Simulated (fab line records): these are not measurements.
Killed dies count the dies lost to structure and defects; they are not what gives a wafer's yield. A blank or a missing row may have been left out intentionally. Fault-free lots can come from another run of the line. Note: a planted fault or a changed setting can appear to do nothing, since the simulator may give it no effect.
Problem report, 8D (eight disciplines) form, completed by code / flow nand_harc / the parts of the form that need people (team, actions taken, sign-off) are left out

## 1. PROBLEM STATEMENT
Mean of killed_dies at NHARC_END_SORT_01: 677 across 6 wafers in 2 lots; on wafers with no fault it is 32 (standard deviation 11). Measured from the usual mean, that is +59 standard deviations.
The first sign was on wafer L426.1 at day 22 03:44, on prober-01. At this step, 33 wafers from 11 lots have a number in the record. Rule for "out", or "out of limits": more than 4 standard deviations from the usual mean. The other wafers with a number count as sound.

## 2. WHAT IT IS, AND WHAT IT ISN'T
question=which readings at this step | is=killed_dies, killed_at_array | is not=killed_at_periphery, killed_open, killed_short
question=which lots | is=L426, L428 | is not=L413, L415, L419, L420, L421, L432, L434, L435, L436
question=which wafers of those lots | is=all that have a number | is not=-
question=read on which gauges | is=prober-01 | is not=prober-02
question=when | is=from day 22 03:44 | is not=up to then (15 sound wafers); but 12 sound wafers of L432, L434, L435, L436 came after

## 3. WHAT RULES OUT EACH SUSPECT
Counting: a tool stays on the suspect list if, at a process step up to the reading, it processed all lots that are out and no sound lot following the first of them.
- the gauge at NHARC_END_SORT_01: kept. All the wafers that are out were read on prober-01, and no step on other tools shows them out.
- rie_diel-04 at NHARC_A_STAIRCASE_TRIM_193 (chemistry O2, time 211.2 s): kept. Every lot that is out went through it, starting with L426 (day 14 07:16), and after that it ran no sound lot; the last sound lot it ran before then is L421 (day 12 20:15).
- rie_diel-04 at NHARC_A_STAIRCASE_TRIM_196 (chemistry O2, time 211.2 s): ruled out as a lasting fault. Following L426 (day 14 07:41), the first lot on it that is out, the sound lots L436 were run on it.
- rie_diel-04 at NHARC_A_STAIRCASE_ETCH_197 (etches the open film in C4F8/O2, target depth 100 nm, time 40.5 s): ruled out as a lasting fault. Following L426 (day 22 03:44), the first lot on it that is out, the sound lots L436 were run on it. With no start given for some of its lots, NHARC_A_STAIRCASE_ETCH_197 uses the hours and lot order of NHARC_END_SORT_01.
- rie_diel-04 at NHARC_A_STAIRCASE_TRIM_200 (chemistry O2, time 211.2 s): ruled out as a lasting fault. Following L426 (day 22 03:44), the first lot on it that is out, the sound lots L436 were run on it. With no start given for some of its lots, NHARC_A_STAIRCASE_TRIM_200 uses the hours and lot order of NHARC_END_SORT_01.
After counting, rie_diel-04 at NHARC_A_STAIRCASE_TRIM_193 and prober-01 at NHARC_END_SORT_01 remain.

## 4. THE CAUSE (what the simulator had put in)
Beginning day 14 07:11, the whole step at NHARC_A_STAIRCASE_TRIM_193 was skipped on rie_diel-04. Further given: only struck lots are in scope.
Of the 2 suspects that counting leaves, this tool is one.

## 5. THE CHAIN OF EFFECTS, in route order
One row per reading whose mean, taken over the struck wafers that have a number, lies over 3 standard deviations from the usual. Readings are gone through only where the record gives a usual standard deviation; hours: the median, over the lots, of the time from a lot's start at the first step in this table giving one to that lot's start at this step; sigmas: the change measured in usual standard deviations.
hours=0; step=NHARC_END_SORT_01; reading=killed_at_array; usual=27; on struck wafers=674; change=+647; sigmas=+54
hours=0; step=NHARC_END_SORT_01; reading=killed_dies; usual=32; on struck wafers=677; change=+645; sigmas=+59
Readings that are blank on the struck wafers while sound wafers have them: chamber_pressure_mTorr at NHARC_A_STAIRCASE_TRIM_193; drypump_motor_current_A at NHARC_A_STAIRCASE_TRIM_193; mfc_ar_sccm at NHARC_A_STAIRCASE_TRIM_193; o2_flow_sccm at NHARC_A_STAIRCASE_TRIM_193; oes_product_au at NHARC_A_STAIRCASE_TRIM_193; rf_vpp_V at NHARC_A_STAIRCASE_TRIM_193; showerhead_plenum_p_Torr at NHARC_A_STAIRCASE_TRIM_193; throttle_valve_pct at NHARC_A_STAIRCASE_TRIM_193.

## 6. HOW IT WOULD HAVE BEEN CAUGHT EARLIER
Counted from the fault's start at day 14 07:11, it took 189 hours until the first out-of-limits reading at a measuring or inspecting step in this record, taken at day 22 03:44.
At NHARC_A_STAIRCASE_TRIM_193 the tool's readings are blank on the struck wafers, where sound wafers have them: an empty tool record is the first sign, and it was there at once.
By day 22 03:44, every lot that is out (2) had started NHARC_A_STAIRCASE_TRIM_193 on rie_diel-04. Tool hold at that time: it would have spared none of them.
